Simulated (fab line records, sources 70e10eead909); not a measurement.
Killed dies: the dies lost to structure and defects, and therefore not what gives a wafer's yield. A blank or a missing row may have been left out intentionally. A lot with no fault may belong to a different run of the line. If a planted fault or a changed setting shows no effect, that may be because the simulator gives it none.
Chamber matching + flow nand-harc + NHARC_A_STAIRCASE_DESCUM_443 on rie-diel-08: 4 sister chambers
The step chemistry O2, time 3 s. 20 wafers are shown with their chamber, then 10 later ones without.

WAFERS PAIRED WITH THEIR CHAMBERS
| wafer  | chamber | showerhead-plenum-p-Torr (Torr) | drypump-motor-current-A (A) | oes-product-au (a.u.) |
|--------|---------|---------------------------------|-----------------------------|-----------------------|
| L077.3 | 1       | 2.01                            | 6.6                         | 0.990                 |
| L077.4 | 3       | 1.87                            | 5.2                         | 0.995                 |
| L077.5 | 1       | 2.01                            | 6.6                         | 0.986                 |
| L083.2 | 3       | 1.87                            | 5.2                         | 0.999                 |
| L083.5 | 0       | 1.84                            | 5.8                         | 0.995                 |
| L083.6 | 3       | 1.87                            | 5.2                         | 0.992                 |
| L081.1 | 3       | 1.87                            | 5.2                         | 0.998                 |
| L081.2 | 1       | 2.00                            | 6.6                         | 0.994                 |
| L081.5 | 3       | 1.87                            | 5.2                         | 0.992                 |
| L085.1 | 1       | 2.00                            | 6.5                         | 0.997                 |
| L085.5 | 0       | 1.84                            | 5.7                         | 1.009                 |
| L085.6 | 1       | 2.00                            | 6.5                         | 1.007                 |
| L087.1 | 2       | 1.78                            | 5.8                         | 1.007                 |
| L087.3 | 0       | 1.84                            | 5.8                         | 1.000                 |
| L087.5 | 3       | 1.87                            | 5.2                         | 0.984                 |
| L088.2 | 1       | 2.00                            | 6.6                         | 0.993                 |
| L088.4 | 0       | 1.83                            | 5.8                         | 1.001                 |
| L088.6 | 0       | 1.83                            | 5.7                         | 1.012                 |
| L093.1 | 0       | 1.83                            | 5.8                         | 0.998                 |
| L093.2 | 2       | 1.78                            | 5.8                         | 1.000                 |

SIGNATURES, as means of the wafers listed above
| reading                  | chamber 0 | chamber 1 | chamber 2 | chamber 3 | scatter within a chamber |
|--------------------------|-----------|-----------|-----------|-----------|--------------------------|
| showerhead-plenum-p-Torr | 1.8350    | 2.0033    | 1.7800    | 1.8700    | 0.00421                  |
| drypump-motor-current-A  | 5.767     | 6.567     | 5.800     | 5.200     | 0.0408                   |
| oes-product-au           | 1.00250   | 0.99450   | 1.00350   | 0.99333   | 0.00636                  |
Rule: a wafer lies at a distance from a chamber equal to the root of the sum of squares, over the readings, of (its reading less the chamber's mean, divided by the reading's scatter). The wafer belongs to the nearest chamber; if the next one is less than 2 further off, it can't be placed. The scatter: take each reading less its chamber's mean, square it, sum over the shown wafers, divide by the number of wafers less the number of chambers, and take the root.

WAFERS WITH NO CHAMBER GIVEN
| wafer  | showerhead-plenum-p-Torr (Torr) | drypump-motor-current-A (A) | oes-product-au (a.u.) |
|--------|---------------------------------|-----------------------------|-----------------------|
| L093.3 | 2.00                            | 6.5                         | 0.995                 |
| L095.3 | 1.83                            | 5.8                         | 1.002                 |
| L095.5 | 2.00                            | 6.6                         | 0.993                 |
| L095.6 | 1.78                            | 5.8                         | 1.008                 |
| L096.1 | 1.77                            | 5.8                         | 1.009                 |
| L096.2 | 1.83                            | 5.8                         | 1.018                 |
| L096.3 | 1.99                            | 6.6                         | 0.999                 |
| L096.4 | 1.86                            | 5.2                         | 1.001                 |
| L096.5 | 1.86                            | 5.2                         | 0.985                 |
| L096.6 | 1.82                            | 5.8                         | 1.001                 |

THE CHAMBER EACH PASSED THROUGH
| wafer  | from the rows above | in truth |
|--------|---------------------|----------|
| L093.3 | 1                   | 1        |
| L095.3 | 0                   | 0        |
| L095.5 | 1                   | 1        |
| L095.6 | 2                   | 2        |
| L096.1 | 2                   | 2        |
| L096.2 | 0                   | 0        |
| L096.3 | 1                   | 1        |
| L096.4 | 3                   | 3        |
| L096.5 | 3                   | 3        |
| L096.6 | 0                   | 0        |
Correct placement for 10 of the 10. Can't be placed from these rows: 0. Placed wrongly: 0.
